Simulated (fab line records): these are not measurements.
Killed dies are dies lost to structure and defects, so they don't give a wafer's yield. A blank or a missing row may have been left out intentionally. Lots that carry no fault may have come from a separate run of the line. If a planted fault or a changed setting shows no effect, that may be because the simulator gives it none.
Chamber matching ; flow n5_finfet ; N5_BEOL_M0_SAQP_DESCUM_19 on rie_diel-06 has 4 sister chambers
The step chemistry O2, time 7.9 s. 4 wafers are shown with their chamber, then 7 later ones without.

## WAFERS WITH THEIR CHAMBER
wafer;chamber;showerhead_plenum_p_Torr (Torr)
L079.1;1;2.17
L079.3;0;2.06
L088.1;3;2.06
L088.2;2;2.01

## WAFERS MISSING THEIR CHAMBER
wafer;showerhead_plenum_p_Torr (Torr)
L088.4;2.16
L089.2;2.06
L089.3;2.16
L089.5;2.01
L092.1;2.06
L092.2;2.05
L092.6;2.05

## THE CHAMBER EACH PASSED THROUGH
wafer;from the rows above;in truth
L088.4;1;1
L089.2;can't be placed: 0 or 3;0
L089.3;1;1
L089.5;2;2
L092.1;can't be placed: 0 or 3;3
L092.2;can't be placed: 0 or 3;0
L092.6;can't be placed: 0 or 3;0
3 of 7 placed correctly. Not placeable from these rows: 4 (in 4, the candidates include the true chamber). Number placed wrongly: 0.
How it was worked out, from the rows above alone: a wafer's distance from a chamber is the root of the sum, over the readings, of the square of ((its reading less the chamber's mean) divided by the reading's scatter). The wafer belongs to the nearest chamber; if the next one is less than 2 further off, it can't be placed. Each chamber's mean is taken over the wafers shown for it. The scatter: with one shown wafer a chamber, the root of the mean of the squares of how far each hidden wafer lies from its nearest shown one.
